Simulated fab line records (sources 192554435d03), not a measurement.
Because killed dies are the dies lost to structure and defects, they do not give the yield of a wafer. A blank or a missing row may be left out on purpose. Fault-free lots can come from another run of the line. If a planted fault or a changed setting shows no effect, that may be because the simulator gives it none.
Chamber matching | flow n5-finfet | N5_BEOL_M0_SAQP_ETCH_49 on rie-diel-02 has 4 sister chambers
The step etches SiO2 in CF4/O2, target depth 37 nm. 8 wafers are shown with their chamber, then 12 later ones without.

EACH WAFER AND ITS CHAMBER
wafer  | chamber | showerhead-plenum-p-Torr (Torr) | drypump-motor-current-A (A)
L082.4 | 0       | 2.20                            | 6.6
L088.1 | 2       | 2.17                            | 5.8
L088.5 | 0       | 2.19                            | 6.5
L089.2 | 3       | 2.12                            | 6.5
L089.5 | 1       | 2.28                            | 5.7
L091.2 | 2       | 2.17                            | 5.8
L091.4 | 1       | 2.28                            | 5.7
L091.5 | 3       | 2.12                            | 6.6

WAFERS WITHOUT THEIR CHAMBER
wafer  | showerhead-plenum-p-Torr (Torr) | drypump-motor-current-A (A)
L093.1 | 2.19                            | 6.5
L093.2 | 2.17                            | 5.9
L093.4 | 2.28                            | 5.7
L094.2 | 2.27                            | 5.7
L094.3 | 2.17                            | 5.9
L094.4 | 2.19                            | 6.5
L096.2 | 2.17                            | 5.9
L096.3 | 2.19                            | 6.5
L096.5 | 2.17                            | 5.8
L097.2 | 2.19                            | 6.6
L097.4 | 2.17                            | 5.8
L097.6 | 2.19                            | 6.6

WHICH CHAMBER EACH ONE RAN IN
wafer  | from the rows above | in truth
L093.1 | 0                   | 0
L093.2 | 2                   | 2
L093.4 | 1                   | 1
L094.2 | 1                   | 1
L094.3 | 2                   | 2
L094.4 | 0                   | 0
L096.2 | 2                   | 2
L096.3 | 0                   | 0
L096.5 | 2                   | 2
L097.2 | 0                   | 0
L097.4 | 2                   | 2
L097.6 | 0                   | 0
Correct placement for 12 of the 12. Not placeable from these rows: 0. Wrongly placed: 0.
How it was worked out, from the rows above alone: a wafer's distance from a chamber is the root of the sum, over the readings, of the square of ((its reading less the chamber's mean) divided by the reading's scatter). The wafer belongs to the nearest chamber; if the next one is less than 2 further off, it can't be placed. For every chamber, the mean is computed from those of its wafers that are shown. The scatter: take each reading less its chamber's mean, square it, sum over the shown wafers, divide by the number of wafers less the number of chambers, and take the root.
